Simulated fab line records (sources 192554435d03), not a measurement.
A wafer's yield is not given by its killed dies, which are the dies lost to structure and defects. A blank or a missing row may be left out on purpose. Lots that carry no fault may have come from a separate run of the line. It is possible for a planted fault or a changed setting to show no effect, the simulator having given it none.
Split-lot experiment | flow n5Finfet | 7 lots, 39 wafers read, on a route of 1938 steps

SPLIT DETAILS
At N5_MIM_BOT_ETCH_ETCH_04 (etches SiNx in CF4/O2, target depth 26 nm, time 13 s), the setting timeS was moved away from the recipe's 13 s on 12 of the 39 wafers read, by -42.6% to +34.6%. For the rest of the wafers, this setting stayed at what the recipe calls for.

Reading taken at the split's own step.

THE READING
MIM_BOT_ETCH.cdOffsetNm (the simulator's own value, which no gauge read), in nm, at N5_MIM_BOT_ETCH_ETCH_04 (etches SiNx in CF4/O2, target depth 26 nm, time 13 s). There is no usual value for it anywhere in the file. The 27 wafers here that ran the recipe average 0.0 nm, standard deviation 0.11 nm.

wafer  | tool, chamber at the split | timeS as run, s | against the recipe | MIM_BOT_ETCH.cdOffsetNm, nm | against lot-mates on the recipe
L077.1 | rieDiel-04, 0              | 13              | recipe             | 0                           | -
L077.2 | rieDiel-04, 3              | 7.464           | -42.6%             | 0.4                         | +0.4
L077.3 | rieDiel-04, 1              | 13              | recipe             | 0                           | -
L077.4 | rieDiel-04, 2              | 7.464           | -42.6%             | 0.6                         | +0.6
L077.5 | rieDiel-04, 2              | 7.464           | -42.6%             | 0.4                         | +0.4
L077.6 | rieDiel-04, 1              | 13              | recipe             | 0                           | -
L083.1 | rieDiel-04, 1              | 13              | recipe             | 0                           | -
L083.3 | rieDiel-04, 3              | 13              | recipe             | 0                           | -
L083.6 | rieDiel-04, 3              | 13              | recipe             | 0                           | -
L082.1 | rieDiel-04, 1              | 13              | recipe             | 0                           | -
L082.2 | rieDiel-04, 2,3            | 13              | recipe             | 0                           | -
L082.4 | rieDiel-04, 2,3            | 13              | recipe             | 0                           | -
L082.3 | rieDiel-04, 3              | 13              | recipe             | 0.2                         | -
L082.5 | rieDiel-04, 2              | 13              | recipe             | 0                           | -
L082.6 | rieDiel-04, 1              | 13              | recipe             | 0                           | -
L081.1 | rieDiel-05, 2              | 13              | recipe             | 0.2                         | -
L081.2 | rieDiel-05, 0              | 13              | recipe             | -0.2                        | -
L081.3 | rieDiel-05, 3              | 17.5            | +34.6%             | -0.4                        | -0.4
L081.5 | rieDiel-05, 3              | 17.5            | +34.6%             | -0.4                        | -0.4
L081.4 | rieDiel-05, 0              | 17.5            | +34.6%             | -0.6                        | -0.6
L081.6 | rieDiel-05, 2              | 13              | recipe             | 0                           | -
L089.1 | rieDiel-05, 1              | 13              | recipe             | 0                           | -
L089.2 | rieDiel-05, 0              | 13              | recipe             | -0.2                        | -
L089.3 | rieDiel-05, 3              | 13              | recipe             | 0                           | -
L089.4 | rieDiel-05, 2              | 13              | recipe             | 0                           | -
L089.5 | rieDiel-05, 2              | 13              | recipe             | 0                           | -
L089.6 | rieDiel-05, 3              | 13              | recipe             | 0                           | -
L091.1 | rieDiel-05, 3              | 7.829           | -39.8%             | 0.6                         | +0.6
L091.2 | rieDiel-05, 1              | 7.829           | -39.8%             | 0.6                         | +0.6
L091.3 | rieDiel-05, 0              | 13              | recipe             | -0.2                        | -
L091.4 | rieDiel-05, 2              | 13              | recipe             | 0.2                         | -
L091.5 | rieDiel-05, 1              | 7.829           | -39.8%             | 0.6                         | +0.6
L091.6 | rieDiel-05, 2              | 13              | recipe             | 0                           | -
L090.1 | rieDiel-05, 3              | 13              | recipe             | 0                           | -
L090.2 | rieDiel-05, 2              | 13              | recipe             | 0.2                         | -
L090.3 | rieDiel-05, 0              | 8.22            | -36.8%             | 0.2                         | +0.1
L090.4 | rieDiel-05, 1              | 8.22            | -36.8%             | 0.4                         | +0.3
L090.5 | rieDiel-05, 2              | 8.22            | -36.8%             | 0.6                         | +0.5
L090.6 | rieDiel-05, 1              | 13              | recipe             | 0.2                         | -
The file does not say which wafer passed through which chamber wherever a row lists several chambers: such a row stands for several wafers.

FIT RESULTS
A straight line over all 39 wafers: MIM_BOT_ETCH.cdOffsetNm changes by -0.0125 nm for each +1% of timeS; r = -0.91; the points scatter about the line by 0.12 nm.
The same after taking each lot's own level away (the mean of its wafers on the recipe; 39 wafers): -0.0119 nm for each +1%; r = -0.90; scatter 0.12 nm.
That fit puts the effect of the largest move of timeS on the reading at 0.51 nm.
Measured against the standard deviation above, the lots' own levels, which go from -0.03 to 0.13 nm, span 1.5 times it.
Hence the lot-to-lot level has little effect on the slope; both slopes agree.
Check: with one of the wafers moved furthest among these (-42.6%) left out of the fit, the line predicts +0.506 nm for it against its lot-mates. Against them it came out at +0.4 nm.

THE OTHER SPLITS THESE WAFERS WENT THROUGH
Note: prior to the reading, these wafers also went through further splits. Each is held against what the fit with the lots' levels taken away leaves over:
other split on the same wafers    | wafers away from the commonest value | r with MIM_BOT_ETCH.cdOffsetNm (lot level and that fit taken away)
N5_BEOL_M7_ILD_DEP_00 targetThkA  | 18                                   | -0.09
N5_BEOL_M9_ILD_DEP_00 targetThkA  | 18                                   | -0.13
N5_BEOL_M11_ALD_74 aldCycles      | 18                                   | +0.04
N5_BEOL_M14_SPUTTER_43 targetThkA | 12                                   | -0.06

THE WHOLE CHAIN: every reading that the file lists as answering this split, in the file's order
step                    | what it does                                         | reading                                                                  | change (the file's fit)                | r (the file's)
N5_MIM_BOT_ETCH_ETCH_04 | etches SiNx in CF4/O2, target depth 26 nm, time 13 s | etch.depthNm (the simulator's own value, which no gauge read)            | +0.261 nm for each +1% of the setting  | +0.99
N5_MIM_BOT_ETCH_ETCH_04 | etches SiNx in CF4/O2, target depth 26 nm, time 13 s | MIM_BOT_ETCH.cdOffsetNm (the simulator's own value, which no gauge read) | -0.0117 nm for each +1% of the setting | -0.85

THE FILE'S OWN FIT
MIM_BOT_ETCH.cdOffsetNm changes by -0.0117 nm for each +1% of timeS, r = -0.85.
